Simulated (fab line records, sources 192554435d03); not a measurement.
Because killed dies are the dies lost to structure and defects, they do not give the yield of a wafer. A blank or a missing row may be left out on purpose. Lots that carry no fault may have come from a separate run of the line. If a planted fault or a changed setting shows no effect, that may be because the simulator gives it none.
Lot-split experiment + flow n5 finfet + on a route of 1938 steps: 7 lots, 21 wafers read

THE SPLIT
At N5_SD_EPI_P_PEB_07 (peb time 60 s), the setting peb time s was moved away from the recipe's 60 s on 12 of the 21 wafers read, by -14.1% to +12.4%. For the rest of the wafers, this setting stayed at what the recipe calls for.

SPLIT TO READING: what lies between them in the file, 1 step
- N5_SD_EPI_P_DEVELOP_08: develop time 30 s

THE READING
Shown in nm: cd nm at N5_SD_EPI_P_CD_MEAS_09, with target cd 240 nm. A value of 239.5 nm with a standard deviation of 0.8 nm is what fault-free wafers of this fab line usually give.

| wafer  | tool, chamber at the split | peb time s as run, s | against the recipe | cd nm, nm | against lot-mates on the recipe |
|--------|----------------------------|----------------------|--------------------|-----------|---------------------------------|
| L075.1 | litho track-05, 0          | 67.44                | +12.4%             | 243.0     | +3.2                            |
| L075.2 | litho track-05, 0          | 60                   | recipe             | 239.8     | -                               |
| L075.6 | litho track-05, 0          | 67.44                | +12.4%             | 243.4     | +3.6                            |
| L077.2 | litho track-05, 0          | 54.43                | -9.3%              | 235.2     | -3.5                            |
| L077.5 | litho track-05, 0          | 60                   | recipe             | 238.7     | -                               |
| L077.6 | litho track-05, 0          | 54.43                | -9.3%              | 235.5     | -3.2                            |
| L081.1 | litho track-05, 0          | 51.55                | -14.1%             | 234.1     | -4.7                            |
| L081.3 | litho track-05, 0          | 51.55                | -14.1%             | 233.2     | -5.6                            |
| L081.6 | litho track-05, 0          | 60                   | recipe             | 238.8     | -                               |
| L083.3 | litho track-05, 0          | 60                   | recipe             | 238.4     | -                               |
| L083.4 | litho track-05, 0          | 64.84                | +8.1%              | 241.3     | +2.9                            |
| L083.5 | litho track-05, 0          | 64.84                | +8.1%              | 241.5     | +3.1                            |
| L084.1 | litho track-01, 0          | 52.24                | -12.9%             | 235.0     | no lot-mate on the recipe       |
| L084.5 | litho track-01, 0          | 52.24                | -12.9%             | 235.4     | no lot-mate on the recipe       |
| L084.6 | litho track-01, 0          | 52.24                | -12.9%             | 236.0     | no lot-mate on the recipe       |
| L095.1 | litho track-04, 0          | 60                   | recipe             | 241.0     | -                               |
| L095.2 | litho track-04, 0          | 60                   | recipe             | 240.3     | -                               |
| L095.3 | litho track-04, 0          | 60                   | recipe             | 239.2     | -                               |
| L096.1 | litho track-05, 0          | 66.94                | +11.6%             | 243.6     | +3.3                            |
| L096.4 | litho track-05, 0          | 60                   | recipe             | 240.5     | -                               |
| L096.6 | litho track-05, 0          | 60                   | recipe             | 240.1     | -                               |

THE FIT
A straight line over all 21 wafers: cd nm changes by +0.342 nm for each +1% of peb time s; r = +0.97; the points scatter about the line by 0.84 nm.
The same after taking each lot's own level away (the mean of its wafers on the recipe; 18 wafers): +0.332 nm for each +1%; r = +0.98; scatter 0.5 nm.
According to that fit, moving peb time s by its largest amount changes the reading by 4.7 nm.
Measured against the standard deviation above, the lots' own levels, which go from 238.40 to 240.30 nm, span 2.4 times it.
The two slopes are in agreement: the lot-to-lot level therefore moves the slope only a little.
Check: with one of the wafers moved furthest among these (-14.1%) left out of the fit, the line predicts -4.88 nm for it against its lot-mates. It came out at -4.7 nm against them.

THESE WAFERS: OTHER SPLITS
Note: prior to the reading, these wafers also went through further splits. Each is held against what the fit with the lots' levels taken away leaves over:
| other split on the same wafers | wafers away from the commonest value | r with cd nm (lot level and that fit taken away) |
|--------------------------------|--------------------------------------|--------------------------------------------------|
| N5_SD_EPI_N_PEB_07 peb temp c  | 5                                    | +0.04                                            |

THE WHOLE CHAIN: every reading that the file lists as answering this split, in the file's order
| step                   | what it does                                           | reading                                                         | change (the file's fit)               | r (the file's) |
|------------------------|--------------------------------------------------------|-----------------------------------------------------------------|---------------------------------------|----------------|
| N5_SD_EPI_P_CD_MEAS_09 | target cd 240 nm                                       | cd nm                                                           | +0.328 nm for each +1% of the setting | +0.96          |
| N5_SD_EPI_P_DESCUM_14  | chemistry O2, time 7.9 s                               | SD_EPI_P.cd nm (the simulator's own value, which no gauge read) | +0.325 nm for each +1% of the setting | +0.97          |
| N5_SD_EPI_P_ETCH_36    | etches SiARC in CF4, target depth 45.5 nm, time 75.8 s | SD_EPI_P.cd nm (the simulator's own value, which no gauge read) | +0.323 nm for each +1% of the setting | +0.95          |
| N5_SD_EPI_P_ETCH_37    | etches SOC in N2/H2, overetch 108 nm, time 486 s       | SD_EPI_P.cd nm (the simulator's own value, which no gauge read) | +0.357 nm for each +1% of the setting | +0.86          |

THE FILE'S OWN FIT
cd nm changes by +0.328 nm for each +1% of peb time s, r = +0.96.
